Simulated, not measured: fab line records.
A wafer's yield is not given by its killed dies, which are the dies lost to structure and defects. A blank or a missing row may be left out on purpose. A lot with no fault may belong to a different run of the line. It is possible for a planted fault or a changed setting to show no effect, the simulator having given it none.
What tool caused it?	flow nand-harc	Sampling: 6 lots, 18 wafers, 3 of 1302 route steps

WHAT THE GAUGES READ, wafer by wafer
NHARC_THIN_TSV_CD_MEAS_33: the cd target is 5000 nm.
lot	measured	on	cd-nm (nm)
L325	day 24 21:05	cd-sem-02	5001.5 5001.6 5000.9
L329	day 26 00:21	cd-sem-02	4997.9 5000.6 5000.3
L339	day 30 11:17	cd-sem-01	5001.6 5001.2 5002.5
L340	day 30 18:55	cd-sem-02	4999.8 5002.9 4998.4
L345	day 33 03:28	cd-sem-03	4999.7 5000.9 5000.7
L346	day 34 01:10	cd-sem-01	4999.6 4998.0 4998.7

WHICH TOOL RAN EACH LOT (tool, then ch and the chambers of the sampled wafers, then the start)
lot	NHARC_A_M0_PVD_21	NHARC_THIN_TSV_ANNEAL_52
L325	pvd-sputter-03, day 23 14:57	rtp-anneal-02 ch 0, day 24 19:09
L329	pvd-sputter-03, day 24 20:26	rtp-anneal-01 ch 0, day 25 22:27
L339	pvd-sputter-02, day 28 20:37	rtp-anneal-02 ch 0, day 30 09:23
L340	pvd-sputter-02, day 29 07:43	rtp-anneal-01 ch 0, day 30 16:58
L345	pvd-sputter-03, day 31 23:50	rtp-anneal-02 ch 0, day 33 01:39
L346	pvd-sputter-03, day 32 18:23	rtp-anneal-01 ch 0, day 33 23:19
- NHARC_A_M0_PVD_21: deposits Cu, target thk 30 nm, time 20.49 s.
- NHARC_THIN_TSV_ANNEAL_52: time 90 s.

THE ANSWER, worked out from the rows above alone
Rule: usual is defined by the lots themselves. Put in order of their means at a reading, lots are off if they are a third of the lots or fewer, leave a main group of 4 or more, and stand apart from it by a gap of 3 or more times the standard deviation of the main group's means; of several such gaps the widest counts. A main group is skipped when, at the precision printed for the reading in the tables above, its means are all equal. A lot without any number at a reading at which 4 lots or more have one is off too. Where the step has rows for the other lots, those lots are counted as sound.
No lot is off at any reading shown: from this, nothing can be told.

WHAT THE SIMULATOR HAD PUT IN
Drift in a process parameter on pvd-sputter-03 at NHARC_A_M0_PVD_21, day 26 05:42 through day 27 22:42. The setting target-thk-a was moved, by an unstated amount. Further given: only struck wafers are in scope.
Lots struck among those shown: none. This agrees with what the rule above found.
